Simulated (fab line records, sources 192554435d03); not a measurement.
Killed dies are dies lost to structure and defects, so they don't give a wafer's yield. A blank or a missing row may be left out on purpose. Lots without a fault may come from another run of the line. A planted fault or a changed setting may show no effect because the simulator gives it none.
Split-lot experiment | flow n5_finfet | 7 lots, 39 wafers read, on a route of 1938 steps

THE SPLIT
At N5_BEOL_M0_SAQP_DEVELOP_13 (develop time 30 s), the setting develop_time_s was moved away from the recipe's 30 s on 18 of the 39 wafers read, by -51.2% to +54.6%. The other wafers ran this setting at the recipe's value.

The file shows no step between the split and the reading.

THE READING
cd_nm, in nm, at N5_BEOL_M0_SAQP_CD_MEAS_14 (target cd 42.5 nm). Fault-free wafers of this fab line usually give 42.5 nm, standard deviation 0.36 nm.

wafer  | tool, chamber at the split | develop_time_s as run, s | against the recipe | cd_nm, nm | against lot-mates on the recipe
L074.1 | litho_track-04, 0          | 30                       | recipe             | 41.6      | -
L074.2 | litho_track-04, 0          | 18.34                    | -38.9%             | 43.7      | +1.7
L074.3 | litho_track-04, 0          | 18.34                    | -38.9%             | 43.2      | +1.2
L074.4 | litho_track-04, 0          | 30                       | recipe             | 42.2      | -
L074.5 | litho_track-04, 0          | 30                       | recipe             | 42.1      | -
L074.6 | litho_track-04, 0          | 18.34                    | -38.9%             | 43.1      | +1.1
L077.1 | litho_track-01, 0          | 30                       | recipe             | 42.2      | -
L077.2 | litho_track-01, 0          | 30                       | recipe             | 43.0      | -
L077.3 | litho_track-01, 0          | 14.64                    | -51.2%             | 44.6      | +1.9
L077.4 | litho_track-01, 0          | 30                       | recipe             | 42.9      | -
L077.5 | litho_track-01, 0          | 14.64                    | -51.2%             | 44.6      | +1.9
L077.6 | litho_track-01, 0          | 14.64                    | -51.2%             | 44.2      | +1.5
L080.2 | litho_track-05, 0          | 30                       | recipe             | 42.4      | -
L080.3 | litho_track-05, 0          | 30                       | recipe             | 42.6      | -
L080.6 | litho_track-05, 0          | 30                       | recipe             | 42.6      | -
L082.1 | litho_track-04, 0          | 46.39                    | +54.6%             | 42.0      | -0.4
L082.2 | litho_track-04, 0          | 30                       | recipe             | 42.3      | -
L082.3 | litho_track-04, 0          | 30                       | recipe             | 42.6      | -
L082.4 | litho_track-04, 0          | 46.39                    | +54.6%             | 41.8      | -0.6
L082.5 | litho_track-04, 0          | 30                       | recipe             | 42.2      | -
L082.6 | litho_track-04, 0          | 46.39                    | +54.6%             | 41.3      | -1.1
L088.1 | litho_track-04, 0          | 30                       | recipe             | 42.2      | -
L088.2 | litho_track-04, 0          | 30                       | recipe             | 42.4      | -
L088.3 | litho_track-04, 0          | 15.86                    | -47.1%             | 43.9      | +1.4
L088.4 | litho_track-04, 0          | 30                       | recipe             | 42.9      | -
L088.5 | litho_track-04, 0          | 15.86                    | -47.1%             | 44.0      | +1.5
L088.6 | litho_track-04, 0          | 15.86                    | -47.1%             | 43.5      | +1.0
L095.1 | litho_track-01, 0          | 30                       | recipe             | 42.7      | -
L095.2 | litho_track-01, 0          | 21.41                    | -28.6%             | 43.4      | +0.9
L095.3 | litho_track-01, 0          | 30                       | recipe             | 42.4      | -
L095.4 | litho_track-01, 0          | 30                       | recipe             | 42.5      | -
L095.5 | litho_track-01, 0          | 21.41                    | -28.6%             | 43.6      | +1.1
L095.6 | litho_track-01, 0          | 21.41                    | -28.6%             | 43.7      | +1.2
L096.1 | litho_track-05, 0          | 30                       | recipe             | 42.3      | -
L096.2 | litho_track-05, 0          | 30                       | recipe             | 42.3      | -
L096.3 | litho_track-05, 0          | 43.58                    | +45.3%             | 41.2      | -1.2
L096.4 | litho_track-05, 0          | 43.58                    | +45.3%             | 42.0      | -0.4
L096.5 | litho_track-05, 0          | 43.58                    | +45.3%             | 41.4      | -1.0
L096.6 | litho_track-05, 0          | 30                       | recipe             | 42.6      | -

THE FIT
A straight line over all 39 wafers: cd_nm changes by -0.0251 nm for each +1% of develop_time_s; r = -0.89; the points scatter about the line by 0.4 nm.
The same after taking each lot's own level away (the mean of its wafers on the recipe; 39 wafers): -0.0244 nm for each +1%; r = -0.91; scatter 0.34 nm.
On that fit, the largest move of develop_time_s shifts the reading by 1.3 nm.
The lots' own levels span 41.97 to 42.70 nm, that is 2.0 times the standard deviation above.
So the lot-to-lot level changes the slope little: the two slopes agree.
Check: with one of the wafers moved furthest among these (+54.6%) left out of the fit, the line predicts -1.27 nm for it against its lot-mates. It came out at -0.367 nm against them.

OTHER SPLITS ON THESE WAFERS
These wafers also went through other splits before the reading. Each is held against what the fit with the lots' levels taken away leaves over:
other split on the same wafers          | wafers away from the commonest value | r with cd_nm (lot level and that fit taken away)
N5_ZERO_LAYER_DEVELOP_10 develop_time_s | 15                                   | -0.07
N5_SDB_CUT_ETCH_26 target_depth_a       | 6                                    | -0.16
N5_GATE_CUT_ALD_22 ald_cycles           | 15                                   | -0.19

THE FILE'S OWN FIT
cd_nm changes by -0.0254 nm for each +1% of develop_time_s, r = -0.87.
